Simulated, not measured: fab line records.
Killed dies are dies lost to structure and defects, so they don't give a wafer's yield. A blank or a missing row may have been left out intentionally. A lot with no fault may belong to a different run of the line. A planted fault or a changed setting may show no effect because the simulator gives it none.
Comparing a struck lot with a sound one -- flow nand-harc -- 15 out of 1159 route steps
Sound: the wafers L589.3, L589.4, L589.5. Wafers struck: L587.1, L587.3, L587.5. The cause is named last.
Each step with rows lists, per side, the tool, then ch with its chambers, then its first start. Under that, the readings that differ: sound wafers -- struck wafers -- difference of the means -- sigmas: that difference in standard deviations of wafers without a fault.
alike: a reading whose means differ by less than 2 such deviations, as well as words and numbers matching on both sides. not compared: withheld readings; readings where some wafer has no value; bounds like >300 that might hide an equal value; numbers whose values overlap and for which the record gives no deviation.
The two part at a step that has a row with sigmas, a row that says differs or no value, or rows on one side only. Numbers that don't overlap but have no deviation are shown without sigmas and don't part them. Lack of a reading on every wafer of one side parts them only where that side has two or more wafers.

first, 1 step without rows for these wafers: NHARC_A_ONON_D1_DEP_03 (target thk 1000 nm).
NHARC_A_ONON_D1_THK_MEAS_05: measures by ellipsometry.
  sound on film-metro-02 at day 12 04:09; struck on film-metro-01 at day 11 16:35
  alike: thk-nm
next comes 1 step that has no rows for these wafers: NHARC_A_ONON_D1_DEP_06 (target thickness 1000 nm).
NHARC_A_ONON_D1_THK_MEAS_08: measures by ellipsometry.
  sound on film-metro-02 at day 12 04:43; struck on film-metro-01 at day 11 17:10
  alike: thk-nm
next comes 1 step that has no rows for these wafers: NHARC_A_ONON_D1_DEP_09 (target thickness 1000 nm).
NHARC_A_ONON_D1_THK_MEAS_11: measures by ellipsometry.
  sound on film-metro-01 at day 12 05:16; struck on film-metro-01 at day 11 17:44
  alike: thk-nm
next comes 1 step that has no rows for these wafers: NHARC_A_ONON_D1_DEP_12 (target thickness 1000 nm).
NHARC_A_ONON_D1_THK_MEAS_14: measures by ellipsometry.
  sound on film-metro-01 at day 12 05:50; struck on film-metro-02 at day 11 18:18
reading,sound,struck,difference,sigmas
thk-nm (nm),976 974 975,1003 1004 1003,+28,+2
then, 2 steps without rows for these wafers: NHARC_A_ONON_D1_ANNEAL_15 (time 3600 s); NHARC_A_ONON_D1_DEP_16 (target thk 1000 nm).
NHARC_A_ONON_D1_THK_MEAS_18: measures by ellipsometry.
  sound on film-metro-01 at day 12 13:54; struck on film-metro-01 at day 12 01:26
  alike: thk-nm
NHARC_A_ONON_D1_DEP_19: target thk 1000 nm.
  sound on pecvd-onon-01 ch 0, day 12 14:05; struck on pecvd-onon-03 ch 0, day 12 01:30
  alike: nh3-flow-sccm
NHARC_A_ONON_D1_THK_MEAS_21: measures by ellipsometry.
  sound on film-metro-01 at day 12 14:28; struck on film-metro-01 at day 12 02:02
reading,sound,struck,difference,sigmas
thk-nm (nm),1012 1013 1012,591 592 595,-420,-38
next comes 1 step that has no rows for these wafers: NHARC_A_ONON_D1_DEP_22 (target thickness 1000 nm).
-- the record jumps here: 11 days lie between the struck wafers' starts before and after (it left off in module A_ONON_D1 and takes up again in module END, whose first step shown is number 1159 of the route) --
NHARC_END_SORT_01:
  at this point the record logs the struck wafers (prober-02 ch 0, day 23 12:50) and has no rows for the sound ones

## WHERE THEY PART
Earliest at NHARC_A_ONON_D1_THK_MEAS_14; latest, in this record, at NHARC_END_SORT_01.

WHY: what the simulator had put in
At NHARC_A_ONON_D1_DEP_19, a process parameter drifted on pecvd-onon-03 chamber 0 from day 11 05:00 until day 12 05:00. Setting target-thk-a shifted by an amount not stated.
